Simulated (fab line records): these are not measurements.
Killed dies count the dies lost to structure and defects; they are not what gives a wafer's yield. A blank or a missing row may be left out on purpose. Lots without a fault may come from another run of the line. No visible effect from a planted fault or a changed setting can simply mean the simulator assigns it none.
Chamber matching | flow nandHarc | NHARC_P_M0_DEP_32 on pecvd-03: 3 sister chambers
The step deposits SiCN, target thk 30 nm. 36 wafers are shown with their chamber, then 12 later ones without.

EACH WAFER AND ITS CHAMBER
wafer  | chamber | heaterPowerW (W)
L075.1 | 2       | 587
L075.2 | 1       | 563
L075.3 | 0       | 612
L075.4 | 1       | 562
L075.5 | 2       | 620
L075.6 | 0       | 603
L078.4 | 2       | 603
L078.5 | 1       | 638
L078.6 | 0       | 501
L079.1 | 1       | 616
L079.4 | 1       | 619
L079.5 | 0       | 571
L081.2 | 2       | 549
L081.3 | 1       | 541
L081.6 | 1       | 548
L084.2 | 0       | 603
L084.3 | 2       | 577
L084.4 | 1       | 531
L085.1 | 2       | 555
L085.2 | 1       | 569
L085.4 | 2       | 568
L086.1 | 2       | 523
L086.5 | 0       | 593
L086.6 | 2       | 517
L089.2 | 2       | 593
L089.3 | 0       | 558
L089.5 | 2       | 577
L088.1 | 0       | 600
L088.2 | 2       | 546
L088.4 | 0       | 594
L088.3 | 1       | 560
L088.5 | 2       | 544
L088.6 | 1       | 558
L093.1 | 1       | 582
L093.4 | 1       | 615
L093.6 | 2       | 556

SIGNATURES, as means of the wafers listed above
reading      | chamber 0 | chamber 1 | chamber 2 | scatter within a chamber
heaterPowerW | 581.67    | 577.08    | 565.36    | 32.5
Rule: a wafer lies at a distance from a chamber equal to the root of the sum of squares, over the readings, of (its reading less the chamber's mean, divided by the reading's scatter). The wafer belongs to the nearest chamber; if the next one is less than 2 further off, it can't be placed. The scatter: take each reading less its chamber's mean, square it, sum over the shown wafers, divide by the number of wafers less the number of chambers, and take the root.

WAFERS MISSING THEIR CHAMBER
wafer  | heaterPowerW (W)
L094.1 | 553
L094.2 | 489
L094.6 | 484
L094.3 | 600
L094.4 | 595
L094.5 | 536
L096.2 | 566
L096.4 | 579
L096.6 | 572
L096.1 | 589
L096.3 | 478
L096.5 | 480

EACH ONE'S CHAMBER
wafer  | from the rows above          | in truth
L094.1 | can't be placed: 2 or 1 or 0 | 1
L094.2 | can't be placed: 2 or 1 or 0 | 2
L094.6 | can't be placed: 2 or 1 or 0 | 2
L094.3 | can't be placed: 0 or 1 or 2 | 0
L094.4 | can't be placed: 0 or 1 or 2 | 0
L094.5 | can't be placed: 2 or 1 or 0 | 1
L096.2 | can't be placed: 2 or 1 or 0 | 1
L096.4 | can't be placed: 1 or 0 or 2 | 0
L096.6 | can't be placed: 1 or 2 or 0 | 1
L096.1 | can't be placed: 0 or 1 or 2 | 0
L096.3 | can't be placed: 2 or 1 or 0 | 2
L096.5 | can't be placed: 2 or 1 or 0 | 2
Correctly placed: 0 of 12. Unplaceable from these rows: 12, with the true chamber sitting among the candidates in 12. Wrongly placed: 0.
